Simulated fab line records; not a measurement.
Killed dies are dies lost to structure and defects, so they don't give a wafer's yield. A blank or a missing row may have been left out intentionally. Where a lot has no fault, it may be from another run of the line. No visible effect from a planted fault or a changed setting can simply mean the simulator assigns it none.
Struck lot and sound lot, side by side / flow n5 finfet / 15 steps out of a route of 1938
Sound: the wafers L200.1, L200.2, L200.5. Struck: wafer L218.4. (L218.2, L218.3 of the same lot were not struck and are left out.) The cause comes at the end.
Per side, at each step with rows, come the tool, then ch with its chambers, and then its first start. Under that, the readings that differ: sound wafers / struck wafers / difference of the means / sigmas: that difference in standard deviations of wafers without a fault.
alike: words and numbers the same on both sides, and readings whose means are apart by under 2 such deviations; not compared: readings that were withheld, readings missing a value for some wafer, numbers with overlapping values and no deviation given by the record, and bounds like >300 which may hide the same value.
The two part at a step that has a row with sigmas, a row that says differs or no value, or rows on one side only. Numbers that have no deviation but don't overlap get no sigmas and don't part them. Lack of a reading on every wafer of one side parts them only where that side has two or more wafers.

first, 8 steps without rows for these wafers: N5_BEOL_M15_COAT_58 (time 60 s, resist thk 89 nm); N5_BEOL_M15_COAT_04 (resist thk 800 nm); N5_BEOL_M15_EBR_06; N5_BEOL_M15_SOFTBAKE_05 (time 60 s); N5_BEOL_M15_EXPOSE_07 (exposes mask V14); N5_BEOL_M15_PEB_08 (peb time 90 s); N5_BEOL_M15_DEVELOP_09 (develop time 45 s); N5_BEOL_M15_HARDBAKE_14 (time 120 s).
N5_BEOL_M15_CD_MEAS_10 targets a cd of 360 nm.
  sound on cd sem-01 ch 0, day 11 16:59; struck on cd sem-01 ch 0, day 16 03:11
  alike: cd nm
N5_BEOL_M15_OVL_MEAS_11:
  sound on overlay-01 ch 0, day 11 17:01; struck on overlay-02 ch 0, day 16 03:12
  alike: V14_OVL
N5_BEOL_M15_INSPECT_12: inspects for defects (macro).
  struck on defect inspect-01, day 16 03:14; sound on defect inspect-02, day 11 17:02
  alike: raw defect count
N5_BEOL_M15_DESCUM_15: chemistry O2, time 7.9 s.
  sound on rie diel-02 ch 2,3, day 11 17:13; struck on rie diel-05 ch 0, day 16 03:16
  alike: drypump motor current A, oes product au, rf vpp V, showerhead plenum p Torr, throttle valve pct
  not compared: rf hours counter h
N5_BEOL_M15_ETCH_59: etches BARC in N2/H2, target depth 89 nm, overetch 26.7 nm, time 67.9 s.
  sound on rie diel-02 ch 2,3, day 11 17:15; struck on rie diel-05 ch 0, day 16 03:18
reading=oes product au (a.u.); sound=0.61 0.62 0.62; struck=0.74; difference=+0.12; sigmas=+2
reading=run length s (s); sound=91.2 91.9 92.3; struck=85.1; difference=-6.7; sigmas=-13
reading=model.coat_of_BEOL_M15_COAT_04.thk nm (nm); sound=720 719.6 718; struck=723.8; difference=+4.6; sigmas=
  alike: drypump motor current A, rf vpp V, showerhead plenum p Torr, throttle valve pct
  not compared: rf hours counter h
N5_BEOL_M15_VIA_ETCH_16: etches SiO2 in C4F8/O2/Ar, target depth 1792.2 nm.
  sound on rie diel-02 ch 2,3, day 11 17:18; struck on rie diel-05 ch 0, day 16 03:21
  alike: drypump motor current A, oes product au, rf vpp V, showerhead plenum p Torr, throttle valve pct
following that, these wafers have no rows for 1 step: N5_PASSIVATION_PROBE_49.

WHERE THEY PART
N5_BEOL_M15_ETCH_59 only, going by this record. Later steps at which nothing parts them and some readings are alike: N5_BEOL_M15_VIA_ETCH_16.

WHY: what the simulator had put in
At N5_BEOL_M15_ETCH_59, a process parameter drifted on rie diel-05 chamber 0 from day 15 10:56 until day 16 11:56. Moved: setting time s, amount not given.
